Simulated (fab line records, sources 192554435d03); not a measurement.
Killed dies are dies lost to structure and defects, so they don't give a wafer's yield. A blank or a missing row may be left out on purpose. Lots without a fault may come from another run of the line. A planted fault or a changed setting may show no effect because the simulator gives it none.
Chamber matching | flow n5_finfet | N5_BEOL_M4_PRE_CLEAN_60 on cvd_co-02: 3 sister chambers
The step time 15 s. 6 wafers are shown with their chamber, then 12 later ones without.

WAFERS WITH THEIR CHAMBER
wafer  | chamber | heater_power_w (W)
L082.1 | 1       | 90
L086.3 | 1       | 93
L089.5 | 2       | 62
L090.2 | 0       | 103
L090.5 | 0       | 100
L090.6 | 2       | 61

WAFERS WITHOUT THEIR CHAMBER
wafer  | heater_power_w (W)
L092.1 | 63
L092.3 | 92
L092.4 | 102
L093.2 | 93
L093.4 | 100
L093.5 | 90
L095.2 | 63
L095.3 | 92
L095.5 | 101
L096.2 | 90
L096.4 | 102
L096.5 | 91

WHICH CHAMBER EACH WENT THROUGH
wafer  | from the rows above | in truth
L092.1 | 2                   | 2
L092.3 | 1                   | 1
L092.4 | 0                   | 0
L093.2 | 1                   | 1
L093.4 | 0                   | 0
L093.5 | 1                   | 1
L095.2 | 2                   | 2
L095.3 | 1                   | 1
L095.5 | 0                   | 0
L096.2 | 1                   | 1
L096.4 | 0                   | 0
L096.5 | 1                   | 1
Placed correctly: 12 of 12. Can't be placed from these rows: 0. Placed wrongly: 0.
How it was worked out, from the rows above alone: a wafer's distance from a chamber is the root of the sum, over the readings, of the square of ((its reading less the chamber's mean) divided by the reading's scatter). The wafer belongs to the nearest chamber; if the next one is less than 2 further off, it can't be placed. A chamber's mean is the mean of its shown wafers. The scatter: the root of (the sum of the squares of (reading less its chamber's mean) over the shown wafers, divided by (wafers less chambers)).
